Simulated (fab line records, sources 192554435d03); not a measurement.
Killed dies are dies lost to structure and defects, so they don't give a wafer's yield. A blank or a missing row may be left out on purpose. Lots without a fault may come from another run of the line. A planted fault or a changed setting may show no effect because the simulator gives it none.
fab line records | flow n5_finfet
record lots=10 wafers=28 last_day=20
route steps=1938 shown ZERO_LAYER@9 WELL_APT@44 BEOL_M4@1111 PASSIVATION@1936
lots that met no fault: from a run of the same line without faults
start_h: hours from the record's first day to the start of the lot's first wafer shown | wait_h: hours since the lot's step before | " the same as in the row above | L1.1+2: a row that stands for several wafers | - no value, or no start given | * or withheld: withheld | < > ~ a bound
route shown NAME@n: a module of which the file shows steps, and the number in the route of the first | usual: mean/standard deviation of fault-free wafers | same: alike in all rows | chamber/n: place in a boat | sites: the reading at each site | _std_site: their standard deviation | _edge_site: outer sites' mean less inner sites' | radius_mm: how far each site lies from the wafer's centre | mask NAME#n: copy n | behind: the tool/chamber that last shaped the wafer | hold: why the lot was held/for how many hours/how that ended | device: the transistor (n, p or np) that didn't switch | end of line: the same wafers' tests at the end of the route | a step without rows: its recipe alone | killed: dies lost to structure and defects at the first sort, not the wafer's yield | map: a wafer's dies, x killed, . not, _ none there
set.NAME: the setting as run; set.NAME@STEP: as run at that earlier step | model.NAME: the simulator's own value behind a step, which no gauge read
steps of the route over a sample of lots; a table a step, a row a wafer
services: from which hour (start_h, from the record's first day; less than 0 if before it) a tool's chamber was out of use, for how many hours, and why
## steps
# step N5_ZERO_LAYER_EXPOSE_08
# recipe mask_id=ZERO na=0.55 source_shape=conventional sigma_outer=0.8 polarization=unpolarized defocus_nm=0 target_cd_nm=2000 dose_mj=16.2
# columns lot.wafer tool chamber start_h wait_h mask
L390.2+4+6 krf_scanner-02 0 12.60 - ZERO#0
L395.1+2+3 krf_scanner-01 0 42.61 - ZERO#0
L397.2+3+4 krf_scanner-02 0 54.60 - ZERO#0
L398.3+5+6 krf_scanner-02 0 60.48 - ZERO#0
L399.1+3+5 krf_scanner-01 0 66.59 - ZERO#0
L402.2+3+5 krf_scanner-02 0 84.47 - ZERO#0
L407.2+6 krf_scanner-01 0 114.60 - ZERO#0
L408.3+6 krf_scanner-01 0 120.48 - ZERO#0
L410.1+2+6 krf_scanner-02 0 132.47 - ZERO#0
L413.1+2+4 krf_scanner-02 0 150.49 - ZERO#0
# step N5_ZERO_LAYER_CD_MEAS_11
# recipe target_cd_nm=2000 landing_energy_ev=500 detector=se_inlens
# usual cd_nm=1998.6/2.8
# columns lot.wafer tool chamber start_h wait_h cd_nm
L390.2 cd_sem-03 0 12.77 - 1997.7
L390.4 " 0 " " 2001.2
L390.6 " 0 " " 1996.7
L395.1 cd_sem-03 0 42.79 - 2001.4
L395.2 " 0 " " 2001.0
L395.3 " 0 " " 1998.9
L397.2 cd_sem-03 0 54.77 - 1995.8
L397.3 " 0 " " 1996.9
L397.4 " 0 " " 1995.7
L398.3 cd_sem-02 0 60.65 - 2000.1
L398.5 " 0 " " 1995.0
L398.6 " 0 " " 1994.0
L399.1 cd_sem-01 0 66.77 - 1998.3
L399.3 " 0 " " 1999.9
L399.5 " 0 " " 1995.4
L402.2 cd_sem-02 0 84.64 - 1996.2
L402.3 " 0 " " 1997.7
L402.5 " 0 " " 1997.4
L407.2 cd_sem-02 0 114.77 - 2011.6
L407.6 " 0 " " 2001.1
L408.3 cd_sem-01 0 120.66 - 2013.1
L408.6 " 0 " " 1998.8
L410.1 cd_sem-01 0 132.64 - 1995.0
L410.2 " 0 " " 1994.9
L410.6 " 0 " " 1996.9
L413.1 cd_sem-01 0 150.66 - 1996.3
L413.2 " 0 " " 1998.5
L413.4 " 0 " " 1999.1
# step N5_ZERO_LAYER_ETCH_17
# recipe chemistry=CF4 target=SiO2 target_depth_a=120 time_s=13.3 ion_energy_ev=350 pressure_mtorr=40 source_w=450 bias_w=215 Ar_flow_sccm=100 cf4_flow_sccm=100
# usual bias_w=215.1/0.6 drypump_motor_current_A=5.5/0.47 oes_product_au=0.75/0.076 rf_vpp_V=950/4.7 showerhead_plenum_p_Torr=2.16/0.068 throttle_valve_pct=15.59/0.17
# columns lot.wafer tool chamber start_h wait_h bias_w drypump_motor_current_A oes_product_au rf_hours_counter_h rf_vpp_V showerhead_plenum_p_Torr throttle_valve_pct
L390.2 rie_diel-05 1 12.84 0.0 215.3 5.4 1.01 1 958 2.28 15.29
L390.4 " 3 " " 214.0 5.0 0.72 178 952 2.21 15.60
L390.6 " 3 " " 213.8 5.0 0.72 - 952 2.21 15.58
L395.1 rie_diel-03 3 42.86 0.0 214.1 5.1 0.90 18 952 2.19 15.36
L395.2 " 1 " " 214.4 6.4 0.70 223 948 2.12 15.56
L395.3 " 0 " " 215.2 5.1 0.75 162 954 2.22 15.61
L397.2 rie_diel-02 3 54.84 0.0 215.0 6.0 0.76 151 944 2.07 15.72
L397.3 " 2 " " 215.0 5.6 0.76 148 955 2.21 15.38
L397.4 " 0 " " 214.9 5.0 0.72 198 952 2.22 15.43
L398.3 rie_diel-05 2 60.79 0.0 214.9 5.6 0.69 213 942 2.04 15.75
L398.5 " 2 " " 215.0 5.6 0.68 - 942 2.04 15.75
L398.6 " 3 " " 214.9 5.0 0.71 - 954 2.21 15.61
L399.1 rie_diel-03 3 66.84 0.0 215.9 5.2 0.88 24 952 2.19 15.38
L399.3 " 1 " " 213.6 6.3 0.70 229 946 2.11 15.58
L399.5 " 1 " " 214.3 6.3 0.70 - 946 2.11 15.56
L402.2 rie_diel-05 2 84.71 0.0 216.5 5.5 0.69 218 941 2.04 15.76
L402.3 " 3 " " 216.3 4.9 0.71 195 952 2.21 15.64
L402.5 " 0 " " 214.9 5.6 0.72 - 946 2.11 15.87
L407.2 rie_diel-02 0 114.84 0.0 215.5 5.0 0.71 214 953 2.21 15.50
L407.6 " 3 " " 215.8 6.0 0.74 - 942 2.07 15.74
L408.3 rie_diel-03 3 120.73 0.0 215.4 5.2 0.86 36 951 2.19 15.39
L408.6 " 3 " " 215.5 5.2 0.86 - 953 2.19 15.38
L410.1 rie_diel-03 1 132.72 0.0 215.3 6.3 0.68 243 947 2.11 15.59
L410.2 " 3 " " 215.4 5.1 0.86 38 950 2.19 15.40
L410.6 " 1 " " 215.5 6.4 0.68 - 946 2.11 15.60
L413.1 rie_diel-05 0 150.74 0.0 214.6 5.6 0.70 242 948 2.10 15.91
L413.2 " 3 " " 215.3 4.9 0.69 214 953 2.20 15.66
L413.4 " 1 " " 215.5 5.4 0.90 40 956 2.27 15.38
# step N5_WELL_APT_OVL_MEAS_26
# recipe points_per_wafer=44
# usual PWELL_OVL=1/6.2
# columns lot.wafer tool chamber start_h wait_h PWELL_OVL[nm]
L390.2 overlay-01 0 15.08 0.0 -8
L390.4 " 0 " " -7
L390.6 " 0 " " -4
L395.1 overlay-01 0 45.45 0.0 4
L395.2 " 0 " " 6
L395.3 " 0 " " 3
L397.2 overlay-02 0 57.43 0.0 4
L397.3 " 0 " " 11
L397.4 " 0 " " 6
L398.3 overlay-01 0 62.79 0.0 3
L398.5 " 0 " " 2
L398.6 " 0 " " 6
L399.1 overlay-01 0 68.84 0.0 9
L399.3 " 0 " " 13
L399.5 " 0 " " 15
L402.2 overlay-02 0 86.96 0.0 0
L402.3 " 0 " " 5
L402.5 " 0 " " 4
L407.2 overlay-02 0 117.39 0.0 -3
L407.6 " 0 " " 4
L408.3 overlay-01 0 122.86 0.0 7
L408.6 " 0 " " 3
L410.1 overlay-02 0 134.86 0.0 -11
L410.2 " 0 " " 8
L410.6 " 0 " " 2
L413.1 overlay-02 0 153.07 0.0 -1
L413.2 " 0 " " 0
L413.4 " 0 " " 3
# step N5_WELL_APT_RTA_34
# recipe temp_c=1000 time_s=10 ambient=N2 idle_temp_c=600 ramp_up_c_per_s=150 ramp_down_c_per_s=60 cool_to_c=600
# usual lamp_power_pct=13.00/0.055 wafer_temp_C_max=1003.5/1.1
# columns lot.wafer tool chamber start_h wait_h lamp_power_pct wafer_temp_C_max
L390.2 rtp_anneal-01 0 16.11 0.2 12.85 1001.1
L390.4 " 0 " " 13.01 1002.1
L390.6 " 0 " " 13.10 1003.4
L395.1 rtp_anneal-01 0 46.27 0.0 13.01 1001.7
L395.2 " 0 " " 13.03 1005.3
L395.3 " 0 " " 12.96 1003.8
L397.2 rtp_anneal-01 0 58.51 0.3 13.02 1003.7
L397.3 " 0 " " 13.01 1002.6
L397.4 " 0 " " 13.02 1002.7
L398.3 rtp_anneal-02 0 63.80 0.1 12.92 1002.2
L398.5 " 0 " " 13.09 1005.1
L398.6 " 0 " " 13.01 1004.7
L399.1 rtp_anneal-01 0 69.67 0.0 12.99 1003.8
L399.3 " 0 " " 12.94 1002.3
L399.5 " 0 " " 12.99 1005.0
L402.2 rtp_anneal-01 0 87.89 0.1 13.03 1003.4
L402.3 " 0 " " 12.99 1003.7
L402.5 " 0 " " 13.05 1002.9
L407.2 rtp_anneal-01 0 118.76 0.2 13.01 1003.6
L407.6 " 0 " " 13.05 1003.2
L408.3 rtp_anneal-01 0 123.72 0.1 12.93 1003.6
L408.6 " 0 " " 13.07 1003.8
L410.1 rtp_anneal-02 0 135.70 0.0 12.94 1003.5
L410.2 " 0 " " 12.95 1002.3
L410.6 " 0 " " 12.89 1003.3
L413.1 rtp_anneal-02 0 153.97 0.1 12.87 1003.5
L413.2 " 0 " " 13.07 1003.4
L413.4 " 0 " " 13.03 1004.8
# step N5_BEOL_M4_RC_MEAS_101
# usual DIBL_N=36.0/1.9 DIBL_P=35.6/2.2 IOFF_N=0.15/0.031 IOFF_P=0.19/0.032 ION_N=668/11 ION_P=455/7.2 SS_N=71.5/0.65 SS_P=73.4/0.64 VT_N=251/3.6 VT_P=-253/3.3
# columns lot.wafer tool chamber start_h wait_h DIBL_N[mV/V] DIBL_P[mV/V] IOFF_N[nA/um] IOFF_P[nA/um] ION_N[uA/um] ION_P[uA/um] SS_N[mV/dec] SS_P[mV/dec] VT_N[mV] VT_P[mV]
L390.2 prober-01 0 190.18 0.2 36.4 35.6 0.15 0.21 671 461 70.7 73.6 249 -249
L390.4 " 0 " " 35.7 34.2 0.14 0.19 664 460 70.1 73.3 251 -251
L390.6 " 0 " " 37.5 36.3 0.17 0.22 675 457 71.0 73.7 250 -250
L395.1 prober-02 0 241.66 0.0 33.2 32.0 0.11 0.14 649 441 72.3 71.9 260 -256
L395.2 " 0 " " 38.8 39.7 0.21 0.25 672 453 73.0 73.9 246 -249
L395.3 " 0 " " 34.7 34.8 0.13 0.18 658 454 71.3 73.4 255 -252
L397.2 prober-01 0 246.14 0.2 35.6 33.8 0.12 0.16 663 451 71.1 72.4 253 -256
L397.3 " 0 " " 35.2 34.4 0.12 0.16 653 453 70.9 73.9 254 -254
L397.4 " 0 " " 37.1 36.4 0.16 0.20 662 452 71.8 73.0 251 -253
L398.3 prober-02 0 248.01 0.3 34.0 33.2 0.12 0.19 650 452 71.2 72.7 255 -251
L398.5 " 0 " " 34.2 32.6 0.12 0.17 660 453 71.1 72.7 257 -255
L398.6 " 0 " " 32.9 32.8 0.11 0.17 665 458 71.4 72.7 254 -254
L399.1 prober-02 0 277.22 0.0 33.7 33.8 0.13 0.17 657 458 71.4 72.4 254 -252
L399.3 " 0 " " 35.4 35.8 0.15 0.20 668 461 71.9 73.1 248 -252
L399.5 " 0 " " 32.5 33.3 0.12 0.17 651 450 71.5 72.8 256 -252
L402.2 prober-01 0 295.37 0.2 38.7 37.3 0.17 0.22 674 461 71.9 74.7 250 -250
L402.3 " 0 " " 37.5 35.6 0.15 0.19 672 454 72.2 73.6 251 -251
L402.5 " 0 " " 37.1 35.4 0.15 0.18 659 446 71.0 73.3 256 -255
L408.3 prober-02 0 313.97 0.3 39.8 39.7 0.22 0.24 700 467 71.8 74.1 248 -250
L408.6 " 0 " " 36.7 35.5 0.15 0.18 682 458 71.2 73.5 252 -255
L410.1 prober-02 0 322.43 0.0 35.0 34.7 0.14 0.19 672 460 71.3 73.9 254 -254
L410.2 " 0 " " 35.7 34.8 0.15 0.18 666 452 72.6 74.2 251 -253
L410.6 " 0 " " 36.2 35.4 0.14 0.19 658 449 71.9 73.3 256 -252
L407.2 prober-01 0 322.82 0.2 38.0 36.6 0.17 0.21 677 463 70.9 74.0 249 -251
L407.6 " 0 " " 38.8 37.1 0.18 0.21 683 461 72.0 73.4 248 -250
L413.1 prober-01 0 361.52 0.0 34.9 33.6 0.13 0.17 671 460 71.2 73.1 250 -252
L413.2 " 0 " " 34.3 33.6 0.12 0.18 653 451 70.9 73.2 254 -253
L413.4 " 0 " " 37.0 36.7 0.16 0.24 684 469 71.4 74.6 248 -246
# step N5_PASSIVATION_PROBE_49
# usual defect_limited_yield=91.3/1.4 killed_at_M0_to_M3=34/10 killed_at_M4_up=14/5.5 killed_at_contacts=12/6 killed_at_front_end=40/10 killed_at_other=3.0/2.4 killed_dies=103/17 killed_on_rim=13/4.3 killed_open=68/13 killed_short=34/7.8 sort_bin_5_function=5.1/0.97 sort_bin_6_memory=3.3/0.66 sort_n_pass=1077/17 sort_yield_pct=91.2/1.4
# same gross_dies=1180 killed_at_back_side=0 sort_bin_4_leakage[%]=0 sort_bin_8_speed[%]=0
# columns lot.wafer tool chamber start_h wait_h defect_limited_yield[%] killed_at_M0_to_M3 killed_at_M4_up killed_at_contacts killed_at_front_end killed_at_other killed_dies killed_on_rim killed_open killed_short sort_bin_5_function[%] sort_bin_6_memory[%] sort_n_pass sort_yield_pct[%]
L390.2 prober-01 - 294.17 0.1 93.9 16 7 7 37 5 72 4 52 20 3.6 2.4 1108 93.9
L390.4 prober-01 - 294.27 0.2 91.4 18 8 20 54 2 102 15 66 35 5.5 2.6 1078 91.4
L390.6 prober-01 - 294.37 0.3 93.1 20 13 17 29 3 82 11 59 23 4.1 2.8 1098 93.1
L395.1 prober-01 - 341.03 0.0 93.1 37 10 10 25 0 82 4 63 18 3.6 3.1 1098 93.1
L395.2 prober-01 - 341.08 0.1 91.9 34 10 15 35 1 95 8 57 38 4.7 3.0 1085 91.9
L395.3 prober-01 - 341.13 0.1 92.0 27 13 26 27 1 94 11 64 30 4.9 2.8 1086 92.0
L397.2 prober-01 - 346.34 0.1 91.6 30 13 26 29 1 99 14 78 21 4.8 3.6 1081 91.6
L397.3 prober-01 - 346.39 0.1 92.6 34 9 21 21 2 87 8 63 24 3.2 4.1 1093 92.6
L397.4 prober-01 - 346.44 0.2 91.9 30 18 18 27 2 95 15 65 28 5.2 2.8 1085 91.9
L399.1 prober-02 - 378.47 0.0 92.7 26 11 11 34 4 86 17 56 27 3.4 3.6 1094 92.7
L399.3 prober-02 - 378.57 0.1 93.6 23 13 7 33 0 76 6 42 34 3.9 2.1 1104 93.6
L399.5 prober-02 - 378.67 0.2 91.1 42 9 10 41 3 105 13 60 44 5.4 3.1 1075 91.1
L408.3 prober-01 - 422.17 0.1 92.0 29 6 22 33 4 94 12 61 29 5.2 2.6 1086 92.0
L408.6 prober-01 - 422.32 0.3 89.4 34 6 17 67 1 125 23 91 29 5.7 4.2 1055 89.4
L407.2 prober-02 - 434.72 0.1 91.9 31 16 12 31 5 95 18 59 33 4.2 3.5 1085 91.9
L413.1 prober-02 - 475.30 0.0 90.0 34 13 10 54 7 118 18 75 41 6.1 3.6 1062 90.0
L413.2 prober-02 - 475.35 0.1 86.9 58 20 13 59 4 154 13 97 57 7.7 4.6 1026 86.9
L413.4 prober-02 - 475.45 0.2 90.6 38 10 15 42 6 111 16 72 33 5.1 3.6 1069 90.6
# killed by level:class
L390.2 STI_FIN_REVEAL:geometric_particle:open=8 MOL_CONTACT_COAG:geometric_particle:open=7 GATE_CUT:geometric_particle:open=5 BEOL_M0_SAQP:geometric_particle:open=5 FIN_SAQP:geometric_particle:short=4 STI_FIN_REVEAL:geometric_particle:short=4 ILD0:geometric_particle:open=4 BEOL_M2:geometric_particle:open=4
L390.4 STI_FIN_REVEAL:geometric_particle:open=21 MOL_CONTACT_COAG:geometric_particle:open=17 FIN_SAQP:geometric_particle:open=8 FIN_SAQP:geometric_particle:short=6 BEOL_M0_SAQP:geometric_particle:short=6 BEOL_M0_SAQP:geometric_particle:open=6 STARTING-WAFER:geometric_particle:short=5 GATE_CUT:geometric_particle:short=4
L390.6 MOL_CONTACT_COAG:geometric_particle:open=14 BEOL_M2:geometric_particle:open=8 BEOL_M3:geometric_particle:open=5 STARTING-WAFER:geometric_particle:open=5 FIN_SAQP:geometric_particle:short=4 BEOL_M4:geometric_particle:open=4 STI_FIN_REVEAL:geometric_particle:open=3 STI_FIN_REVEAL:geometric_particle:short=3
L395.1 BEOL_M2:geometric_particle:open=10 MOL_CONTACT_COAG:geometric_particle:open=8 BEOL_M1:geometric_particle:open=8 BEOL_M4:geometric_particle:open=6 FIN_SAQP:geometric_particle:open=5 GATE_CUT:geometric_particle:short=5 BEOL_M3:geometric_particle:open=5 DUMMY_GATE:geometric_particle:open=4
L395.2 MOL_CONTACT_COAG:geometric_particle:open=13 BEOL_M0_SAQP:geometric_particle:short=9 FIN_SAQP:geometric_particle:open=5 FIN_SAQP:geometric_particle:short=5 STI_FIN_REVEAL:geometric_particle:open=5 GATE_CUT:geometric_particle:short=5 BEOL_M2:geometric_particle:open=5 BEOL_M3:geometric_particle:open=5
L395.3 MOL_CONTACT_COAG:geometric_particle:open=22 FIN_SAQP:geometric_particle:short=6 ILD0:geometric_particle:open=6 GATE_CUT:geometric_particle:short=5 BEOL_M0_SAQP:geometric_particle:short=5 BEOL_M0:geometric_particle:open=5 BEOL_M5:geometric_particle:open=5 MOL_CONTACT_COAG:geometric_particle:short=4
L397.2 MOL_CONTACT_COAG:geometric_particle:open=22 FIN_SAQP:geometric_particle:open=7 BEOL_M3:geometric_particle:open=7 BEOL_M1:geometric_particle:open=6 BEOL_M4:geometric_particle:open=5 STI_FIN_REVEAL:geometric_particle:open=4 MOL_CONTACT_COAG:geometric_particle:short=4 BEOL_M0_SAQP:geometric_particle:open=4
L397.3 MOL_CONTACT_COAG:geometric_particle:open=19 BEOL_M3:geometric_particle:open=8 BEOL_M1:geometric_particle:open=7 BEOL_M0_SAQP:geometric_particle:open=5 BEOL_M0_SAQP:geometric_particle:short=5 STI_FIN_REVEAL:geometric_particle:open=4 FIN_SAQP:geometric_particle:open=3 GATE_CUT:geometric_particle:short=3
L397.4 MOL_CONTACT_COAG:geometric_particle:open=15 BEOL_M0_SAQP:geometric_particle:short=9 FIN_SAQP:geometric_particle:open=7 BEOL_M3:geometric_particle:open=7 BEOL_M4:geometric_particle:open=6 GATE_CUT:geometric_particle:short=6 STI_FIN_REVEAL:geometric_particle:open=3 MOL_CONTACT_COAG:geometric_particle:short=3
L399.1 STI_FIN_REVEAL:geometric_particle:open=14 BEOL_M2:geometric_particle:open=8 MOL_CONTACT_COAG:geometric_particle:open=6 BEOL_M0_SAQP:geometric_particle:short=6 MOL_CONTACT_COAG:geometric_particle:short=5 BEOL_M4:geometric_particle:open=5 GATE_CUT:geometric_particle:short=4 STARTING-WAFER:geometric_particle:open=4
L399.3 GATE_CUT:geometric_particle:short=6 MOL_CONTACT_COAG:geometric_particle:open=6 BEOL_M4:geometric_particle:open=6 STARTING-WAFER:geometric_particle:short=6 STI_FIN_REVEAL:geometric_particle:open=5 BEOL_M0_SAQP:geometric_particle:open=5 BEOL_M2:geometric_particle:short=5 STARTING-WAFER:geometric_particle:open=5
L399.5 FIN_SAQP:geometric_particle:short=14 BEOL_M2:geometric_particle:open=12 MOL_CONTACT_COAG:geometric_particle:open=9 BEOL_M0_SAQP:geometric_particle:short=9 BEOL_M3:geometric_particle:open=8 FIN_SAQP:geometric_particle:open=6 STI_FIN_REVEAL:geometric_particle:open=5 STARTING-WAFER:geometric_particle:short=5
L408.3 MOL_CONTACT_COAG:geometric_particle:open=19 FIN_SAQP:geometric_particle:short=9 BEOL_M0_SAQP:geometric_particle:short=7 BEOL_M3:geometric_particle:open=7 FIN_SAQP:geometric_particle:open=6 STI_FIN_REVEAL:geometric_particle:open=6 BEOL_M2:geometric_particle:open=6 DUMMY_GATE:geometric_particle:open=4
L408.6 FIN_SAQP:geometric_particle:open=18 DUMMY_GATE:geometric_particle:open=13 MOL_CONTACT_COAG:geometric_particle:open=13 BEOL_M3:geometric_particle:open=10 BEOL_M1:geometric_particle:open=9 STI_FIN_REVEAL:geometric_particle:open=8 BEOL_M0_SAQP:geometric_particle:short=5 FIN_SAQP:geometric_particle:short=4
L407.2 MOL_CONTACT_COAG:geometric_particle:open=11 BEOL_M0_SAQP:geometric_particle:open=7 BEOL_M3:geometric_particle:open=7 FIN_SAQP:geometric_particle:short=6 FIN_SAQP:geometric_particle:open=6 BEOL_M5:geometric_particle:open=5 BEOL_M0_SAQP:geometric_particle:short=5 GATE_CUT:geometric_particle:short=4
L413.1 STI_FIN_REVEAL:geometric_particle:open=14 FIN_SAQP:geometric_particle:short=13 FIN_SAQP:geometric_particle:open=8 MOL_CONTACT_COAG:geometric_particle:open=8 BEOL_M2:geometric_particle:open=7 BEOL_M4:geometric_particle:open=6 BEOL_M3:geometric_particle:short=5 BEOL_M0_SAQP:geometric_particle:open=4
L413.2 BEOL_M1:geometric_particle:open=15 FIN_SAQP:geometric_particle:short=12 FIN_SAQP:geometric_particle:open=12 BEOL_M0_SAQP:geometric_particle:short=12 STI_FIN_REVEAL:geometric_particle:open=12 MOL_CONTACT_COAG:geometric_particle:open=9 BEOL_M5:geometric_particle:open=7 BEOL_M0_SAQP:geometric_particle:open=7
L413.4 MOL_CONTACT_COAG:geometric_particle:open=12 BEOL_M1:geometric_particle:open=11 STI_FIN_REVEAL:geometric_particle:open=10 FIN_SAQP:geometric_particle:open=8 BEOL_M3:geometric_particle:open=7 FIN_SAQP:geometric_particle:short=6 BEOL_M0_SAQP:geometric_particle:short=5 BEOL_M2:geometric_particle:open=5
## services
# columns tool chamber start_h hours kind
rie_diel-05 1 -6.07 - clean
rie_diel-05 1 -6.07 - consumable_replace:focus_ring
rie_diel-05 1 -6.07 - consumable_replace:showerhead
krf_scanner-01 - -5.74 0.5 repair
rie_diel-03 0 -4.54 6.0 repair
krf_scanner-01 - 11.92 1.3 pm
rie_diel-03 2 12.43 5.6 repair
rtp_anneal-02 - 21.76 4.1 pm
rie_diel-05 3 52.46 7.1 repair
krf_scanner-02 - 57.87 0.8 pm
krf_scanner-01 - 59.19 0.8 pm
rie_diel-05 - 66.04 5.2 repair
krf_scanner-02 0 69.11 - calibration
krf_scanner-02 - 75.03 1.0 pm
krf_scanner-02 - 81.65 0.3 repair
krf_scanner-02 - 99.38 0.2 repair
krf_scanner-01 - 100.31 0.1 repair
rie_diel-03 - 107.77 2.8 pm
krf_scanner-02 - 114.22 3.1 repair
krf_scanner-01 - 123.31 0.8 pm
rie_diel-02 1 125.47 2.9 repair
krf_scanner-01 - 135.19 0.9 repair
krf_scanner-01 - 152.41 1.0 pm
rie_diel-05 - 154.02 2.8 pm
## key
first_sign step=N5_ZERO_LAYER_CD_MEAS_11 reading=cd_nm direction=up sigmas=4.9 usual=1998.6 struck=2012.3
effect none on later readings
met_at N5_ZERO_LAYER_EXPOSE_08
struck_lots L407,L408
struck_wafers L407.2,L408.3
not_acting_at N5_ZERO_LAYER_ETCH_17,N5_WELL_APT_OVL_MEAS_26,N5_WELL_APT_RTA_34
onset_between 66.59 114.60
fault kind=process_parameter_drift tool=krf_scanner-01 chamber=- onset_h=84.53 steps=N5_ZERO_LAYER_EXPOSE_08 channel=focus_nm offset=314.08 shape=step end_h=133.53 scope=struck_wafers_only
